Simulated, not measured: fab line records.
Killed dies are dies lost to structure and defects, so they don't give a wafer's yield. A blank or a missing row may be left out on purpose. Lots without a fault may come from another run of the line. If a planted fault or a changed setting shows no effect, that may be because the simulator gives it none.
Which tool is to blame? + flow nand-harc + 42 wafers from 14 lots sampled at 4 of the route's 1302 steps

## WHAT EACH GAUGE READ, for each wafer
The record holds no reading of a measuring or inspecting step that can be judged against a usual standard deviation.

## EACH LOT AND THE TOOL THAT RAN IT (in order: tool; ch and the chambers of the sampled wafers; start)
| lot  | NHARC_A_M0_ETCH_15                            | NHARC_A_M0_DEGAS_28          | NHARC_A_M0_PVD_21                       | NHARC_A_M1_SOFTBAKE_04            |
|------|-----------------------------------------------|------------------------------|-----------------------------------------|-----------------------------------|
| L262 | rie-diel-09 ch 2,3, day 23 10:56 or earlier   | pvd-sputter-03, day 23 10:56 | pvd-sputter-03, day 23 13:00 or earlier | litho-track-04 ch 0, day 23 13:00 |
| L260 | rie-diel-09 ch 1,2,3, day 23 11:34 or earlier | pvd-sputter-03, day 23 11:34 | pvd-sputter-03, day 23 14:00 or earlier | litho-track-06 ch 0, day 23 14:00 |
| L261 | rie-diel-09 ch 0,1,2, day 23 14:39 or earlier | pvd-sputter-03, day 23 14:39 | pvd-sputter-03, day 23 17:00 or earlier | litho-track-01 ch 0, day 23 17:00 |
| L263 | rie-diel-09 ch 0,2,3, day 23 21:25 or earlier | pvd-sputter-01, day 23 21:25 | pvd-sputter-01, day 23 23:00 or earlier | litho-track-06 ch 0, day 23 23:00 |
| L265 | rie-diel-09 ch 0,2,3, day 25 01:55 or earlier | pvd-sputter-01, day 25 01:55 | pvd-sputter-01, day 25 04:00 or earlier | litho-track-01 ch 0, day 25 04:00 |
| L266 | rie-diel-13 ch 2,3, day 26 00:12 or earlier   | pvd-sputter-03, day 26 00:12 | pvd-sputter-03, day 26 02:00 or earlier | litho-track-04 ch 0, day 26 02:00 |
| L268 | rie-diel-04 ch 0,2,3, day 27 01:13 or earlier | pvd-sputter-01, day 27 01:13 | pvd-sputter-01, day 27 03:00 or earlier | litho-track-04 ch 0, day 27 03:00 |
| L272 | rie-diel-09 ch 0,2,3, day 27 18:31 or earlier | pvd-sputter-03, day 27 18:31 | pvd-sputter-03, day 27 21:00 or earlier | litho-track-04 ch 0, day 27 21:00 |
| L271 | rie-diel-09 ch 0,1,2, day 27 23:06 or earlier | pvd-sputter-03, day 27 23:06 | pvd-sputter-03, day 28 01:00 or earlier | litho-track-06 ch 0, day 28 01:00 |
| L273 | rie-diel-09 ch 0,3, day 27 23:46 or earlier   | pvd-sputter-01, day 27 23:46 | pvd-sputter-03, day 28 00:01            | litho-track-04 ch 0, day 28 02:00 |
| L279 | rie-diel-09 ch 0,1,2, day 31 18:43 or earlier | pvd-sputter-02, day 31 18:43 | pvd-sputter-02, day 31 21:00 or earlier | litho-track-04 ch 0, day 31 21:00 |
| L282 | rie-diel-13 ch 0,2,3, day 31 21:56 or earlier | pvd-sputter-01, day 31 21:56 | pvd-sputter-01, day 32 00:00 or earlier | litho-track-06 ch 0, day 32 00:00 |
| L281 | rie-diel-04 ch 2,3, day 31 23:59 or earlier   | pvd-sputter-03, day 31 23:59 | pvd-sputter-03, day 32 02:00 or earlier | litho-track-04 ch 0, day 32 02:00 |
| L283 | rie-diel-09 ch 0,1,2, day 32 22:52 or earlier | pvd-sputter-02, day 32 22:52 | pvd-sputter-02, day 33 01:00 or earlier | litho-track-01 ch 0, day 33 01:00 |
- NHARC_A_M0_ETCH_15: etches the open film in C4F8/Ar, target depth 150 nm, overetch 15 nm, time 82.5 s.
- NHARC_A_M0_DEGAS_28: time 60 s.
- NHARC_A_M0_PVD_21: deposits Cu, target thk 30 nm, time 20.49 s.
- NHARC_A_M1_SOFTBAKE_04: time 55 s.

## WHAT THE TOOLS THEMSELVES READ (means of the sampled wafers that have a number; where no wafer has one, the mark that the record gives instead)
NHARC_A_M0_ETCH_15. Usual: oes-product-au 0.952 a.u., standard deviation 0.023; rf-vpp-V 440.8 V, standard deviation 2.5.
| lot  | tool        | oes-product-au (a.u.) | rf-vpp-V (V) | flag |
|------|-------------|-----------------------|--------------|------|
| L262 | rie-diel-09 | 0.963                 | 441.3        |      |
| L260 | rie-diel-09 | 0.971                 | 442.3        |      |
| L261 | rie-diel-09 | 0.961                 | 443.3        |      |
| L263 | rie-diel-09 | 0.974                 | 441.6        |      |
| L265 | rie-diel-09 | 0.952                 | 441.2        |      |
| L266 | rie-diel-13 | 0.928                 | 437.7        |      |
| L268 | rie-diel-04 | 0.974                 | 440.2        |      |
| L272 | rie-diel-09 | 0.967                 | 440.8        |      |
| L271 | rie-diel-09 | 0.967                 | 442.4        |      |
| L273 | rie-diel-09 | 0.926                 | 440.0        |      |
| L279 | rie-diel-09 | 0.960                 | 443.4        |      |
| L282 | rie-diel-13 | 0.974                 | 437.0        |      |
| L281 | rie-diel-04 | 0.921                 | 438.7        |      |
| L283 | rie-diel-09 | 0.917                 | 442.1        |      |

NHARC_A_M0_DEGAS_28. Usual: heater-power-w at 340 W, with a standard deviation of 27.
| lot  | tool           | heater-power-w (W) | flag |
|------|----------------|--------------------|------|
| L262 | pvd-sputter-03 | 343                |      |
| L260 | pvd-sputter-03 | 332                |      |
| L261 | pvd-sputter-03 | 339                |      |
| L263 | pvd-sputter-01 | 344                |      |
| L265 | pvd-sputter-01 | 347                |      |
| L266 | pvd-sputter-03 | 342                |      |
| L268 | pvd-sputter-01 | 321                |      |
| L272 | pvd-sputter-03 | 349                |      |
| L271 | pvd-sputter-03 | 345                |      |
| L273 | pvd-sputter-01 | 320                |      |
| L279 | pvd-sputter-02 | 356                |      |
| L282 | pvd-sputter-01 | 309                |      |
| L281 | pvd-sputter-03 | 353                |      |
| L283 | pvd-sputter-02 | 350                |      |

NHARC_A_M0_PVD_21. Usual: throttle-valve-pct at 30.2 %, with a standard deviation of 1.
| lot  | tool           | throttle-valve-pct (%) | flag |
|------|----------------|------------------------|------|
| L262 | pvd-sputter-03 | 29.2                   |      |
| L260 | pvd-sputter-03 | 29.1                   |      |
| L261 | pvd-sputter-03 | 29.1                   |      |
| L263 | pvd-sputter-01 | 31.3                   |      |
| L265 | pvd-sputter-01 | 31.1                   |      |
| L266 | pvd-sputter-03 | 29.5                   |      |
| L268 | pvd-sputter-01 | 30.7                   |      |
| L272 | pvd-sputter-03 | 29.4                   |      |
| L271 | pvd-sputter-03 | 29.1                   |      |
| L273 | pvd-sputter-03 | 29.8                   |      |
| L279 | pvd-sputter-02 | 31.0                   |      |
| L282 | pvd-sputter-01 | 30.3                   |      |
| L281 | pvd-sputter-03 | 28.9                   |      |
| L283 | pvd-sputter-02 | 31.2                   |      |

NHARC_A_M1_SOFTBAKE_04. Usual: heater-power-total-W at 188.45 W, with a standard deviation of 0.12.
| lot  | tool           | heater-power-total-W (W) | flag |
|------|----------------|--------------------------|------|
| L262 | litho-track-04 | 188.40                   |      |
| L260 | litho-track-06 | 188.42                   |      |
| L261 | litho-track-01 | 188.45                   |      |
| L263 | litho-track-06 | 188.49                   |      |
| L265 | litho-track-01 | 188.42                   |      |
| L266 | litho-track-04 | 188.44                   |      |
| L268 | litho-track-04 | 188.46                   |      |
| L272 | litho-track-04 | 203.69                   | OFF  |
| L271 | litho-track-06 | 188.35                   |      |
| L273 | litho-track-04 | 203.84                   | OFF  |
| L279 | litho-track-04 | 188.45                   |      |
| L282 | litho-track-06 | 188.37                   |      |
| L281 | litho-track-04 | 188.43                   |      |
| L283 | litho-track-01 | 188.42                   |      |

## THE ANSWER, worked out from the rows above alone
Rule: take the mean of a lot's wafers that have a number; if it is more than 3 standard deviations from the usual mean, the lot is off. Also off: a lot with no number at a reading for which 4 or more lots have one. All remaining lots with rows at the step are treated as sound. After the gauges, taken in route order, come the tools' own readings; for these a lot's mean is taken, as printed above. At the first step where some lot is off, the reading lying furthest off is the one used; lots without a number count as furthest.
Off, at NHARC_A_M1_SOFTBAKE_04 on heater-power-total-W: L272, L273.
If a tool, at that step or one of the process steps before it, ran each lot that is off and ran no sound lot following the first of them, it fits. NHARC_A_M0_ETCH_15 gives no start for some lots, so the hours and the order of its lots are those of NHARC_A_M0_DEGAS_28. NHARC_A_M0_PVD_21 gives no start for some lots, so the hours and the order of its lots are those of NHARC_A_M1_SOFTBAKE_04. None of those tried fits.

## WHAT THE SIMULATOR PUT IN
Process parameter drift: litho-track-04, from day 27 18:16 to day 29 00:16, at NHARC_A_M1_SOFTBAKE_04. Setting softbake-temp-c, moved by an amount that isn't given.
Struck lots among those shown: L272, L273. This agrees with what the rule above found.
